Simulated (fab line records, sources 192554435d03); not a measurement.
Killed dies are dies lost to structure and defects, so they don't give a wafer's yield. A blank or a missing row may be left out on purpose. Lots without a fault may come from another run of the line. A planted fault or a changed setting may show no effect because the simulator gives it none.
fab line records | flow n5_finfet
record lots=10 wafers=30 last_day=17
route steps=1938 shown BEOL_M0@736 BEOL_M1@751 BEOL_M4@1111 PASSIVATION@1936
lots that met no fault: from a run of the same line without faults
start_h: hours from the record's first day to the start of the lot's first wafer shown | wait_h: hours since the lot's step before | " the same as in the row above | L1.1+2: a row that stands for several wafers | - no value, or no start given | * or withheld: withheld | < > ~ a bound
route shown NAME@n: a module of which the file shows steps, and the number in the route of the first | usual: mean/standard deviation of fault-free wafers | same: alike in all rows | chamber/n: place in a boat | sites: the reading at each site | _std_site: their standard deviation | _edge_site: outer sites' mean less inner sites' | radius_mm: how far each site lies from the wafer's centre | mask NAME#n: copy n | behind: the tool/chamber that last shaped the wafer | hold: why the lot was held/for how many hours/how that ended | device: the transistor (n, p or np) that didn't switch | end of line: the same wafers' tests at the end of the route | a step without rows: its recipe alone | killed: dies lost to structure and defects at the first sort, not the wafer's yield | map: a wafer's dies, x killed, . not, _ none there
set.NAME: the setting as run; set.NAME@STEP: as run at that earlier step | model.NAME: the simulator's own value behind a step, which no gauge read
steps of the route over a sample of lots; a table a step, a row a wafer
services: from which hour (start_h, from the record's first day; less than 0 if before it) a tool's chamber was out of use, for how many hours, and why
## steps
# step N5_BEOL_M0_SPUTTER_132
# recipe material=Cu target_thk_a=40 temp_c=-20 chamber_pressure_pa=0.07 power_w=withheld time_s=7.37
# usual throttle_valve_pct=29.7/1
# columns lot.wafer tool chamber start_h wait_h throttle_valve_pct
L815.1 pvd_sputter-02 - 119.13 0.0 29.1
L815.3 " - " " 30.1
L815.6 " - " " 29.2
L818.2 pvd_sputter-02 - 144.84 0.0 29.0
L818.3 " - " " 30.1
L818.6 " - " " 30.0
L820.1 pvd_sputter-03 - 150.55 0.0 29.4
L820.4 " - " " 27.7
L820.5 " - " " 29.0
L822.2 pvd_sputter-01 - 156.85 0.0 31.8
L822.3 " - " " 28.2
L822.6 " - " " 31.7
L824.2 pvd_sputter-01 - 175.37 0.0 30.4
L824.3 " - " " 28.2
L824.5 " - " " 30.5
L825.2 pvd_sputter-01 - 185.35 0.0 30.5
L825.3 " - " " 28.3
L825.5 " - " " 31.9
L826.1 pvd_sputter-02 - 185.45 0.0 30.4
L826.4 " - " " 30.0
L826.5 " - " " 30.1
L831.4 pvd_sputter-03 - 214.72 0.0 30.0
L831.5 " - " " 29.1
L831.6 " - " " 29.6
L836.2 pvd_sputter-03 - 243.27 0.0 29.2
L836.5 " - " " 29.1
L836.6 " - " " 29.6
L838.3 pvd_sputter-03 - 259.65 0.0 29.0
L838.4 " - " " 27.6
L838.5 " - " " 27.7
# step N5_BEOL_M0_SPUTTER_134
# recipe material=Cu target_thk_a=40 temp_c=-20 chamber_pressure_pa=0.07 power_w=withheld time_s=7.37
# usual throttle_valve_pct=29.7/1
# columns lot.wafer tool chamber start_h wait_h throttle_valve_pct
L815.1 pvd_sputter-02 - 119.25 0.0 29.3
L815.3 " - " " 30.2
L815.6 " - " " 29.1
L818.2 pvd_sputter-02 - 144.96 0.0 29.3
L818.3 " - " " 29.8
L818.6 " - " " 30.0
L820.1 pvd_sputter-03 - 150.67 0.0 29.6
L820.4 " - " " 27.5
L820.5 " - " " 29.2
L822.2 pvd_sputter-01 - 156.97 0.0 31.7
L822.3 " - " " 27.9
L822.6 " - " " 31.5
L824.2 pvd_sputter-01 - 175.49 0.0 30.6
L824.3 " - " " 28.2
L824.5 " - " " 30.5
L825.2 pvd_sputter-01 - 185.47 0.0 29.9
L825.3 " - " " 28.0
L825.5 " - " " 32.0
L826.1 pvd_sputter-02 - 185.57 0.0 30.5
L826.4 " - " " 30.1
L826.5 " - " " 30.4
L831.4 pvd_sputter-03 - 214.84 0.0 30.0
L831.5 " - " " 29.0
L831.6 " - " " 29.7
L836.2 pvd_sputter-03 - 243.39 0.0 29.3
L836.5 " - " " 29.1
L836.6 " - " " 29.7
L838.3 pvd_sputter-03 - 259.77 0.0 29.1
L838.4 " - " " 27.3
L838.5 " - " " 27.3
# step N5_BEOL_M0_ANNEAL_119
# recipe temp_c=225 time_s=90 ambient=N2
# usual wafer_temp_C_max=226.4/0.32
# columns lot.wafer tool chamber start_h wait_h wafer_temp_C_max
L815.1 rtp_anneal-02 0 119.86 0.3 226.3
L815.3 " 0 " " 226.0
L815.6 " 0 " " 226.3
L818.2 rtp_anneal-02 0 145.33 0.1 226.3
L818.3 " 0 " " 226.0
L818.6 " 0 " " 226.4
L820.1 rtp_anneal-01 0 150.99 0.1 226.4
L820.4 " 0 " " 226.3
L820.5 " 0 " " 226.4
L822.2 rtp_anneal-02 0 157.59 0.4 226.4
L822.3 " 0 " " 226.6
L822.6 " 0 " " 227.1
L824.2 rtp_anneal-02 0 176.24 0.5 226.9
L824.3 " 0 " " 226.3
L824.5 " 0 " " 226.5
L825.2 rtp_anneal-01 0 185.83 0.1 226.6
L825.3 " 0 " " 226.4
L825.5 " 0 " " 227.3
L826.1 rtp_anneal-02 0 185.89 0.1 226.3
L826.4 " 0 " " 226.5
L826.5 " 0 " " 226.3
L831.4 rtp_anneal-01 0 215.36 0.2 226.7
L831.5 " 0 " " 226.2
L831.6 " 0 " " 226.1
L836.2 rtp_anneal-01 0 243.75 0.1 226.3
L836.5 " 0 " " 226.3
L836.6 " 0 " " 226.4
L838.3 rtp_anneal-02 0 261.20 1.2 226.3
L838.4 " 0 " " 226.0
L838.5 " 0 " " 226.3
# step N5_BEOL_M1_ILD_DEP_00
# recipe material=SiOC target_thk_a=790 temp_c=350 precursor=DEMS/O2 pressure_torr=5 rf_w=500 time_s=15.3
# usual heater_power_w=453/57 showerhead_plenum_p_Torr=5.699/0.021 throttle_valve_pct=12.1/0.94
# columns lot.wafer tool chamber start_h wait_h heater_power_w showerhead_plenum_p_Torr throttle_valve_pct
L815.1 pecvd-01 1 120.77 0.0 579 5.704 12.9
L815.3 " 0 " " 507 5.738 11.5
L815.6 " 0 " " 509 5.737 11.5
L818.2 pecvd-02 2 146.22 0.0 482 5.681 11.4
L818.3 " 0 " " 447 5.716 10.9
L818.6 " 2 " " 470 5.666 11.2
L820.1 pecvd-02 2 151.90 0.0 461 5.685 11.0
L820.4 " 1 " " 405 5.710 13.3
L820.5 " 0 " " 458 5.698 11.2
L822.2 pecvd-02 1 158.47 0.0 422 5.724 13.5
L822.3 " 0 " " 419 5.694 11.0
L822.6 " 0 " " 423 5.713 11.3
L824.2 pecvd-01 0 177.12 0.0 424 5.726 11.7
L824.3 " 2 " " 481 5.685 13.5
L824.5 " 0 " " 439 5.728 11.2
L825.2 pecvd-02 1 186.70 0.0 413 5.728 13.5
L825.3 " 2 " " 468 5.673 11.3
L825.5 " 0 " " 464 5.687 10.9
L826.1 pecvd-02 1 186.83 0.0 331 5.724 13.6
L826.4 " 0 " " 464 5.703 11.3
L826.5 " 1 " " 341 5.718 13.8
L831.4 pecvd-04 1 216.19 0.1 500 5.706 11.9
L831.5 " 1 " " 501 5.706 11.6
L831.6 " 2 " " 403 5.701 11.7
L836.2 pecvd-01 2 244.66 0.0 518 5.656 10.9
L836.5 " 2 " " 508 5.663 10.8
L836.6 " 1 " " 598 5.710 13.0
L838.3 pecvd-02 2 262.02 0.0 477 5.671 11.2
L838.4 " 0 " " 417 5.699 11.0
L838.5 " 1 " " 416 5.719 13.5
# step N5_BEOL_M1_INSPECT_13
# recipe mode=adi inspect_instrument=brightfield
# usual raw_defect_count=427/97
# columns lot.wafer tool chamber start_h wait_h raw_defect_count
L815.1 defect_inspect-01 - 122.97 0.1 504
L815.3 " - " " 387
L815.6 " - " " 486
L818.2 defect_inspect-01 - 148.84 0.0 396
L818.3 " - " " 352
L818.6 " - " " 367
L820.1 defect_inspect-01 - 153.67 0.1 470
L820.4 " - " " 395
L820.5 " - " " 485
L822.2 defect_inspect-02 - 160.25 0.0 1111
L822.3 " - " " 1126
L822.6 " - " " 1169
L824.2 defect_inspect-01 - 178.72 0.0 546
L824.3 " - " " 597
L824.5 " - " " 555
L825.2 defect_inspect-01 - 188.93 0.0 1357
L825.3 " - " " 1189
L825.5 " - " " 1281
L826.1 defect_inspect-02 - 189.09 0.1 1227
L826.4 " - " " 1441
L826.5 " - " " 1309
L831.4 defect_inspect-02 - 217.18 0.0 320
L831.5 " - " " 407
L831.6 " - " " 297
L836.2 defect_inspect-02 - 246.28 0.0 433
L836.5 " - " " 399
L836.6 " - " " 557
L838.3 defect_inspect-02 - 262.79 0.0 394
L838.4 " - " " 482
L838.5 " - " " 418
# step N5_BEOL_M4_RC_MEAS_101
# usual DIBL_N=37.3/2.3 DIBL_P=37.4/2.9 IOFF_N=0.18/0.045 IOFF_P=0.25/0.054 ION_N=679/15 ION_P=468/9.7 SS_N=71.8/0.62 SS_P=73.6/0.76 VT_N=248/4.1 VT_P=-248/3.6
# columns lot.wafer tool chamber start_h wait_h DIBL_N[mV/V] DIBL_P[mV/V] IOFF_N[nA/um] IOFF_P[nA/um] ION_N[uA/um] ION_P[uA/um] SS_N[mV/dec] SS_P[mV/dec] VT_N[mV] VT_P[mV]
L815.1 prober-02 0 163.72 0.0 40.0 39.1 0.22 0.33 686 470 71.7 73.7 242 -242
L815.3 " 0 " " 36.8 35.1 0.16 0.23 680 469 71.4 73.0 249 -248
L815.6 " 0 " " 42.1 40.9 0.27 0.35 691 472 72.3 74.2 243 -241
L818.2 prober-01 0 189.22 0.2 37.0 38.6 0.17 0.24 697 480 71.6 72.8 247 -249
L818.3 " 0 " " 32.8 32.4 0.09 0.14 651 450 71.4 71.4 259 -254
L818.6 " 0 " " 34.7 35.2 0.12 0.18 666 459 71.6 72.1 253 -249
L820.1 prober-02 0 195.36 0.0 39.0 39.4 0.20 0.25 681 464 71.6 74.0 247 -249
L820.4 " 0 " " 40.6 43.2 0.26 0.31 693 473 72.8 74.9 243 -248
L820.5 " 0 " " 37.3 38.2 0.17 0.22 698 469 72.0 73.0 248 -251
L822.2 prober-01 0 199.46 0.2 35.1 35.3 0.15 0.22 687 473 71.1 73.1 246 -248
L822.3 " 0 " " 37.2 38.0 0.19 0.27 687 472 72.2 73.1 245 -245
L822.6 " 0 " " 37.0 37.3 0.19 0.26 687 470 71.5 73.8 245 -247
L824.2 prober-02 0 218.02 0.2 39.1 39.9 0.21 0.28 685 467 71.8 74.1 245 -247
L824.3 " 0 " " 38.3 37.7 0.19 0.24 680 461 71.5 72.9 248 -249
L824.5 " 0 " " 41.6 44.0 0.27 0.34 706 480 73.0 75.6 244 -245
L825.2 prober-01 0 235.89 0.2 36.9 38.9 0.18 0.25 673 462 72.5 73.3 247 -249
L825.3 " 0 " " 32.6 32.7 0.11 0.16 675 461 70.8 72.4 258 -254
L825.5 " 0 " " 36.2 38.4 0.19 0.25 692 472 72.3 73.1 246 -246
L826.1 prober-02 0 236.47 0.0 38.0 39.3 0.22 0.24 696 471 71.9 73.7 245 -251
L826.4 " 0 " " 37.5 38.2 0.17 0.21 675 455 72.6 73.8 248 -253
L826.5 " 0 " " 39.2 40.2 0.25 0.26 702 467 71.9 73.8 242 -247
L831.4 prober-02 0 269.11 0.5 33.5 34.4 0.14 0.20 669 463 70.6 73.1 251 -249
L831.5 " 0 " " 32.0 33.1 0.13 0.19 679 468 70.6 72.6 249 -250
L831.6 " 0 " " 35.5 35.0 0.16 0.21 652 450 71.8 73.5 251 -253
L836.2 prober-02 0 295.89 0.2 40.7 41.8 0.23 0.30 679 467 72.8 73.9 244 -248
L836.5 " 0 " " 35.8 35.6 0.14 0.20 662 462 71.7 73.1 252 -252
L836.6 " 0 " " 39.5 41.2 0.22 0.28 677 464 73.2 74.6 246 -249
L838.3 prober-02 0 301.76 0.3 38.2 36.8 0.19 0.30 680 476 71.5 73.7 246 -242
L838.4 " 0 " " 37.2 36.0 0.18 0.26 681 468 71.3 73.0 246 -246
L838.5 " 0 " " 34.7 33.0 0.13 0.21 675 472 71.0 72.6 251 -248
# step N5_PASSIVATION_PROBE_49
# usual defect_limited_yield=91.3/1.5 killed_at_M0_to_M3=35/8.7 killed_at_M4_up=14/5.5 killed_at_contacts=11/5.6 killed_at_front_end=39/13 killed_at_other=3.7/2.2 killed_dies=103/18 killed_on_rim=14/4.4 killed_open=69/14 killed_short=33/7.8 sort_bin_4_leakage=0.02/0.15 sort_bin_5_function=5.1/0.99 sort_bin_6_memory=3.3/0.67 sort_bin_8_speed=0.02/0.17 sort_n_pass=1077/18 sort_yield_pct=91.2/1.5
# same gross_dies=1180 killed_at_back_side=0
# columns lot.wafer tool chamber start_h wait_h defect_limited_yield[%] killed_at_M0_to_M3 killed_at_M4_up killed_at_contacts killed_at_front_end killed_at_other killed_dies killed_on_rim killed_open killed_short sort_bin_4_leakage[%] sort_bin_5_function[%] sort_bin_6_memory[%] sort_bin_8_speed[%] sort_n_pass sort_yield_pct[%]
L822.2 prober-01 - 302.85 0.1 84.3 133 8 8 30 6 185 28 53 31 0 10.3 2.7 0 995 84.3
L822.3 prober-01 - 302.90 0.1 86.7 100 16 9 27 5 157 26 66 30 0 7.5 3.7 0 1023 86.7
L822.6 prober-01 - 303.05 0.3 86.9 92 20 6 30 7 155 27 64 25 0 7.9 3.7 0 1025 86.9
L826.1 prober-02 - 350.42 0.0 85.8 129 7 13 17 1 167 23 44 23 0 9.2 2.4 0 1013 85.8
L826.4 prober-02 - 350.57 0.2 86.4 93 15 17 31 4 160 32 76 25 0 8.6 2.9 0 1020 86.4
L826.5 prober-02 - 350.62 0.2 85.3 133 3 10 26 1 173 23 42 30 0 8.8 3.1 0 1007 85.3
L825.2 prober-01 - 352.43 0.1 82.9 142 16 2 38 4 202 30 61 36 0 9.9 4.2 0 978 82.9
L825.3 prober-01 - 352.48 0.1 80.5 165 20 9 31 5 230 13 57 37 0 11.2 4.4 0 950 80.5
L825.5 prober-01 - 352.58 0.2 88.0 90 12 5 31 4 142 27 50 33 0 7.1 3.1 0 1038 88.0
# killed by level:class
L822.2 BEOL_M1:unspecified=100 DUMMY_GATE:geometric_particle:open=8 MOL_CONTACT_COAG:geometric_particle:open=7 FIN_SAQP:geometric_particle:open=6 BEOL_M0_SAQP:geometric_particle:open=6 BEOL_M0_SAQP:geometric_particle:short=6 BEOL_M2:geometric_particle:open=6 DUMMY_GATE:geometric_particle:short=5
L822.3 BEOL_M1:unspecified=61 BEOL_M0_SAQP:geometric_particle:open=11 BEOL_M2:geometric_particle:open=8 BEOL_M4:geometric_particle:open=7 DUMMY_GATE:geometric_particle:open=6 MOL_CONTACT_COAG:geometric_particle:open=6 FIN_SAQP:geometric_particle:open=5 BEOL_M3:geometric_particle:open=5
L822.6 BEOL_M1:unspecified=65 BEOL_M4:geometric_particle:open=10 BEOL_M0_SAQP:geometric_particle:open=8 STI_FIN_REVEAL:geometric_particle:open=6 MOL_CONTACT_COAG:geometric_particle:open=6 DUMMY_GATE:geometric_particle:open=5 BEOL_M3:geometric_particle:open=5 STARTING-WAFER:geometric_particle:short=4
L826.1 BEOL_M1:unspecified=100 MOL_CONTACT_COAG:geometric_particle:open=12 BEOL_M0_SAQP:geometric_particle:short=7 BEOL_M1:geometric_particle:open=6 BEOL_M0:geometric_particle:open=5 BEOL_M3:geometric_particle:open=5 STI_FIN_REVEAL:geometric_particle:open=4 FIN_SAQP:geometric_particle:open=3
L826.4 BEOL_M1:unspecified=59 MOL_CONTACT_COAG:geometric_particle:open=14 FIN_SAQP:geometric_particle:open=13 BEOL_M2:geometric_particle:open=11 BEOL_M0_SAQP:geometric_particle:open=9 BEOL_M4:geometric_particle:open=9 FIN_SAQP:geometric_particle:short=8 BEOL_M3:geometric_particle:open=5
L826.5 BEOL_M1:unspecified=101 FIN_SAQP:geometric_particle:open=8 BEOL_M0_SAQP:geometric_particle:open=8 BEOL_M0_SAQP:geometric_particle:short=8 FIN_SAQP:geometric_particle:short=7 MOL_CONTACT_COAG:geometric_particle:open=7 BEOL_M1:geometric_particle:open=5 MOL_CONTACT_COAG:geometric_particle:short=3
L825.2 BEOL_M1:unspecified=104 BEOL_M0_SAQP:geometric_particle:short=12 BEOL_M0_SAQP:geometric_particle:open=10 FIN_SAQP:geometric_particle:open=8 STI_FIN_REVEAL:geometric_particle:open=8 ILD0:geometric_particle:short=6 BEOL_M2:geometric_particle:open=5 ILD0:geometric_particle:open=4
L825.3 BEOL_M1:unspecified=135 BEOL_M0_SAQP:geometric_particle:short=10 STI_FIN_REVEAL:geometric_particle:open=7 MOL_CONTACT_COAG:geometric_particle:open=7 GATE_CUT:geometric_particle:short=6 BEOL_M0_SAQP:geometric_particle:open=6 BEOL_M6:geometric_particle:open=5 BEOL_M3:geometric_particle:open=5
L825.5 BEOL_M1:unspecified=59 BEOL_M0_SAQP:geometric_particle:open=12 BEOL_M0_SAQP:geometric_particle:short=9 GATE_CUT:geometric_particle:short=6 BEOL_M4:geometric_particle:open=6 STI_FIN_REVEAL:geometric_particle:open=5 MOL_CONTACT_COAG:geometric_particle:open=5 BEOL_M3:geometric_particle:open=5
## services
# columns tool chamber start_h hours kind
pvd_sputter-01 - 98.79 7.4 repair
pvd_sputter-01 - 108.92 5.7 repair
pecvd-04 0 142.65 15.8 repair
pecvd-02 - 156.71 0.9 repair
pvd_sputter-01 - 166.67 1.7 repair
pecvd-04 1 186.97 5.1 repair
pecvd-01 0 193.17 7.0 repair
pecvd-01 2 202.38 - clean
pecvd-01 2 202.38 - consumable_replace:showerhead
pecvd-01 2 202.38 29.0 scheduled_down
pecvd-01 2 202.38 29.0 vent_cycle
pecvd-04 0 213.15 5.5 scheduled_down
pecvd-04 - 216.52 1.1 repair
pecvd-04 0 230.12 17.9 repair
rtp_anneal-01 - 255.36 3.8 pm
## key
first_sign step=N5_BEOL_M1_INSPECT_13 reading=raw_defect_count direction=up sigmas=8.5 usual=427 struck=1246
effect step=N5_PASSIVATION_PROBE_49 reading=killed_at_M0_to_M3 direction=up sigmas=9.8 usual=35 struck=120
more_kills_born_at N5_BEOL_M1_ILD_DEP_00@pecvd-02=784
met_at N5_BEOL_M1_ILD_DEP_00
struck_lots L822,L825,L826
not_acting_at N5_BEOL_M0_SPUTTER_132,N5_BEOL_M0_SPUTTER_134,N5_BEOL_M0_ANNEAL_119
onset_between 151.90 158.47
fault kind=chamber_particle_source tool=pecvd-02 chamber=- onset_h=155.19 steps=N5_BEOL_M1_ILD_DEP_00 rate_per_visit_cm2=1.2617 end_h=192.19
